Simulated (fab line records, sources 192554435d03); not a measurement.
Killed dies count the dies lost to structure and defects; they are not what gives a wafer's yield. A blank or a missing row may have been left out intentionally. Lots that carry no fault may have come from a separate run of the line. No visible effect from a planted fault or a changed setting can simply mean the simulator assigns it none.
Which of the tools did it?    flow n5-finfet    9 lots with 24 wafers sampled at 8 steps, on a route of 1938 steps

== WHAT EACH GAUGE READ, for each wafer ==
N5_BEOL_M4_RC_MEAS_101. Usual: DIBL_N 37.2 mV/V, standard deviation 2.1; DIBL_P 37.3 mV/V, standard deviation 2.3; IOFF_N 0.18 nA/um, standard deviation 0.041; IOFF_P 0.24 nA/um, standard deviation 0.042; ION_N 680 uA/um, standard deviation 13; ION_P 466 uA/um, standard deviation 7.7; SS_N 71.8 mV/dec, standard deviation 0.68; SS_P 73.5 mV/dec, standard deviation 0.66; VT_N 249 mV, standard deviation 3.6; VT_P -248 mV, standard deviation 3.4.
lot   measured      on         DIBL_N (mV/V)   DIBL_P (mV/V)   IOFF_N (nA/um)  IOFF_P (nA/um)  ION_N (uA/um)  ION_P (uA/um)  SS_N (mV/dec)   SS_P (mV/dec)   VT_N (mV)    VT_P (mV)       flag
L342  day 8 14:06   prober-01  38.8 37.1 38.4  39.0 37.3 38.6  0.22 0.19 0.21  0.26 0.22 0.25  688 686 702    462 463 467    72.4 72.2 72.2  73.5 73.2 73.4  248 247 245  -249 -251 -248  
L345  day 9 13:08   prober-02  39.4 35.0 35.1  39.2 33.6 34.5  0.25 0.14 0.15  0.30 0.21 0.23  694 656 679    472 460 471    72.9 71.2 70.9  73.9 72.8 73.0  243 252 248  -246 -249 -248  
L346  day 9 18:03   prober-02  34.4 35.4 35.9  33.7 35.4 35.8  0.13 0.14 0.15  0.19 0.21 0.22  676 668 673    468 460 464    71.2 71.7 71.1  73.0 72.4 73.9  254 252 248  -252 -248 -246  
L347  day 9 18:40   prober-01  35.8 37.4 35.7  37.3 38.3 36.9  0.16 0.17 0.15  0.21 0.22 0.19  681 670 680    466 460 468    70.9 71.6 71.0  72.9 73.8 73.2  252 250 251  -251 -252 -253  
L357  day 13 17:26  prober-01  39.4 39.5 35.9  40.3 40.7 37.1  0.22 0.21 0.16  0.30 0.31 0.23  684 675 677    479 470 469    73.5 72.4 70.9  74.3 74.2 73.5  247 250 249  -246 -244 -247  
L359  day 13 20:22  prober-01  37.3 39.4       36.5 38.5       0.15 0.18       0.20 0.23       673 673        461 456        71.4 72.3       73.8 74.2       254 254      -255 -252       
L358  day 14 04:46  prober-01  36.4 36.9 35.1  38.7 39.7 37.1  0.18 0.18 0.15  0.25 0.26 0.23  686 690 674    472 480 469    72.6 72.1 72.0  73.6 73.6 73.0  246 247 250  -246 -245 -249  
L362  day 14 20:22  prober-01  33.0 34.9       34.6 36.7       0.12 0.14       0.19 0.23       675 666        472 466        70.5 71.6       72.3 72.7       250 252      -252 -248       
L363  day 15 00:02  prober-02  37.5 38.1       36.9 37.8       0.18 0.20       0.25 0.27       675 677        466 463        72.0 72.2       73.6 74.2       251 248      -249 -245       

N5_BEOL_M12_CD_MEAS_28 targets a cd of 160.2 nm. Usual: cd-nm at 159.2 nm, with a standard deviation of 1.5.
lot   measured      on         cd-nm (nm)         flag
L342  day 11 11:34  cd-sem-03  157.5 158.0 158.3  
L345  day 12 03:31  cd-sem-03  160.4 158.5 159.1  
L346  day 12 19:39  cd-sem-03  157.2 157.3 158.1  
L347  day 12 11:55  cd-sem-03  157.0 160.8 158.4  
L357  day 16 12:49  cd-sem-01  161.6 159.9 159.6  
L359  day 16 18:01  cd-sem-03  159.9 159.2        
L358  day 16 17:33  cd-sem-02  160.0 158.7 159.9  
L362  day 17 21:10  cd-sem-03  161.2 161.1        
L363  day 17 22:04  cd-sem-03  160.0 161.0        

N5_BEOL_M12_OVL_MEAS_29. Usual: M12_OVL gives -1 nm (standard deviation 7.1).
lot   measured      on          M12_OVL (nm)  flag
L342  day 11 11:35  overlay-01  9 1 4         
L345  day 12 03:32  overlay-02  -7 -5 -5      
L346  day 12 19:41  overlay-01  10 -1 16      
L347  day 12 11:58  overlay-01  12 9 13       
L357  day 16 12:50  overlay-01  1 -5 3        
L359  day 16 18:02  overlay-01  1 -5          
L358  day 16 17:35  overlay-02  -1 7 3        
L362  day 17 21:12  overlay-02  -1 -4         
L363  day 17 22:05  overlay-01  -1 0          

N5_BEOL_M12_THK_MEAS_50: measures by xrf. Usual: M12_THK gives 320 nm (standard deviation 6).
lot   measured      on             M12_THK (nm)  flag
L342  day 11 15:16  film-metro-02  314 312 317   
L345  day 12 05:57  film-metro-02  324 330 323   
L346  day 12 22:18  film-metro-01  316 318 317   
L347  day 12 21:47  film-metro-01  320 317 317   
L357  day 16 15:17  film-metro-01  709 708 725   OFF
L359  day 17 00:17  film-metro-01  312 309       
L358  day 16 21:51  film-metro-02  720 728 729   OFF
L362  day 18 01:40  film-metro-01  325 316       
L363  day 18 02:17  film-metro-01  330 315       

N5_BEOL_M12_RS_MEAS_54: uses a four-point probe to measure. Usual: M12_RS gives 0.0601 ohm/sq (standard deviation 0.001).
lot   measured      on             M12_RS (ohm/sq)       flag
L342  day 11 15:23  film-metro-02  0.0612 0.0617 0.0603  
L345  day 12 06:05  film-metro-02  0.0591 0.0583 0.0595  
L346  day 12 22:26  film-metro-01  0.0613 0.0604 0.0608  
L347  day 12 21:54  film-metro-01  0.0598 0.0602 0.0602  
L357  day 16 15:26  film-metro-02  0.0235 0.0234 0.0230  OFF
L359  day 17 00:25  film-metro-01  0.0615 0.0621         
L358  day 16 21:58  film-metro-02  0.0233 0.0231 0.0230  OFF
L362  day 18 01:49  film-metro-01  0.0588 0.0605         
L363  day 18 02:25  film-metro-02  0.0591 0.0613         

N5_BEOL_M12_INSPECT_55: inspects for defects (darkfield). Usual: raw-defect-count at 67, with a standard deviation of 20.
lot   measured      on                 raw-defect-count  flag
L342  day 11 15:25  defect-inspect-01  50 71 63          
L345  day 12 06:06  defect-inspect-02  55 85 91          
L346  day 12 22:27  defect-inspect-01  61 33 46          
L347  day 12 21:56  defect-inspect-01  51 55 55          
L357  day 16 15:28  defect-inspect-01  4808 4703 4851    OFF
L359  day 17 00:26  defect-inspect-01  53 87             
L358  day 16 22:00  defect-inspect-02  4879 4851 4941    OFF
L362  day 18 01:50  defect-inspect-02  42 50             
L363  day 18 02:26  defect-inspect-01  67 84             

== WHAT TOOL EACH LOT RAN ON (gives the tool, then ch and the chambers of the sampled wafers, and finally the start) ==
lot   N5_BEOL_M12_ETCH_38                 N5_BEOL_M12_CMP_49
L342  rie-diel-05 ch 0,2, day 11 12:52    cmp-04 ch 0,1, day 11 15:00
L345  rie-diel-05 ch 0,1,2, day 12 04:38  cmp-03 ch 0,1, day 12 05:40
L346  rie-diel-04 ch 0,1, day 12 20:40    cmp-03 ch 2,3, day 12 22:00
L347  rie-diel-04 ch 0,1,3, day 12 20:25  cmp-01 ch 0,1,3, day 12 21:31
L357  rie-diel-06 ch 0,2, day 16 13:46    cmp-03 ch 1,2, day 16 15:02
L359  rie-diel-06 ch 1,2, day 16 21:41    cmp-01 ch 1,3, day 17 00:04
L358  rie-diel-04 ch 0,3, day 16 20:20    cmp-04 ch 1,2, day 16 21:33
L362  rie-diel-05 ch 1,3, day 17 23:53    cmp-03 ch 1,3, day 18 01:25
L363  rie-diel-06 ch 0,1, day 18 00:17    cmp-01 ch 1,3, day 18 02:02
- N5_BEOL_M12_ETCH_38: etches SiCN in CF4/N2, target depth 68.7 nm, time 73.4 s.
- N5_BEOL_M12_CMP_49: polishes, stops on SiOC, t overpolish 20.6 s, target thk 320 nm.

== AS READ BY THE TOOLS THEMSELVES (means over the sampled wafers that have a number; for cases with no such wafer, the mark the record gives instead) ==
N5_BEOL_M12_ETCH_38. Usual: drypump-motor-current-A 5.6 A, standard deviation 0.5; oes-product-au 0.79 a.u., standard deviation 0.08; rf-fwd-power-W 428.2 W, standard deviation 1.4; rf-vpp-V 382.3 V, standard deviation 2; showerhead-plenum-p-Torr 2.21 Torr, standard deviation 0.08; throttle-valve-pct 15.43 %, standard deviation 0.26.
lot   tool         drypump-motor-current-A (A)  oes-product-au (a.u.)  rf-fwd-power-W (W)  rf-vpp-V (V)  showerhead-plenum-p-Torr (Torr)  throttle-valve-pct (%)  flag
L342  rie-diel-05  6.0                          0.78                   428.0               382.1         2.18                             15.34                   
L345  rie-diel-05  5.6                          0.84                   428.5               382.0         2.23                             15.34                   
L346  rie-diel-04  5.5                          0.73                   429.0               383.3         2.24                             15.28                   
L347  rie-diel-04  5.5                          0.75                   429.2               382.5         2.19                             15.42                   
L357  rie-diel-06  5.5                          0.86                   426.6               384.2         2.27                             15.36                   
L359  rie-diel-06  5.3                          0.80                   429.8               381.4         2.13                             15.25                   
L358  rie-diel-04  5.5                          0.74                   429.6               380.8         2.13                             15.64                   
L362  rie-diel-05  5.3                          0.84                   426.3               382.8         2.24                             15.46                   
L363  rie-diel-06  5.8                          0.77                   426.6               382.3         2.22                             15.65                   

N5_BEOL_M12_CMP_49. Usual: barrier-field-endpoint-s 30.3 s, standard deviation 0.71; clearing-platen-down-force-psi 1.4999 psi, standard deviation 0.0028; motor-current-A 6.0 A, standard deviation 0.6; overpolish-run-s 20.599 s, standard deviation 0.009; platen-rpm 50.00 rpm, standard deviation 0.033.
lot   tool    barrier-field-endpoint-s (s)  clearing-platen-down-force-psi (psi)  motor-current-A (A)  overpolish-run-s (s)  platen-rpm (rpm)  flag
L342  cmp-04  29.9                          1.4989                                6.4                  20.606                50.02             
L345  cmp-03  30.7                          1.4971                                6.5                  20.603                50.01             
L346  cmp-03  29.4                          1.4979                                5.7                  20.603                50.01             
L347  cmp-01  30.5                          1.5000                                5.7                  20.592                50.01             
L357  cmp-03  -                             -                                     -                    -                     -                 OFF
L359  cmp-01  31.3                          1.5007                                6.3                  20.593                50.02             
L358  cmp-04  -                             -                                     -                    -                     -                 OFF
L362  cmp-03  30.6                          1.4965                                6.3                  20.605                50.00             
L363  cmp-01  30.6                          1.5034                                6.0                  20.595                49.95             

== THE ANSWER, worked out from the rows above alone ==
Rule: a lot counts as off when the mean over its wafers that have a number is more than 3 standard deviations away from the usual mean. A lot without any number at a reading at which 4 lots or more have one is off too. All remaining lots with rows at the step are treated as sound. Order of review: gauges by route order, followed by the tools' own readings, for which a lot's mean as printed above is used. The first step at which some lot is off is used, and at that step the reading that is off furthest; a lot without a number counts as furthest.
Off: at N5_BEOL_M12_THK_MEAS_50 (M12_THK), L357, L358.
If a tool, at a process step before that reading, ran all the lots that are off and no sound lot after the first of them, it fits. Not tried: the gauges at N5_BEOL_M12_THK_MEAS_50; whatever is off there is also off at N5_BEOL_M12_INSPECT_55, on other tools, and gauge error can't account for it. No candidate that was tried fits.

== WHAT HAD BEEN PUT IN BY THE SIMULATOR ==
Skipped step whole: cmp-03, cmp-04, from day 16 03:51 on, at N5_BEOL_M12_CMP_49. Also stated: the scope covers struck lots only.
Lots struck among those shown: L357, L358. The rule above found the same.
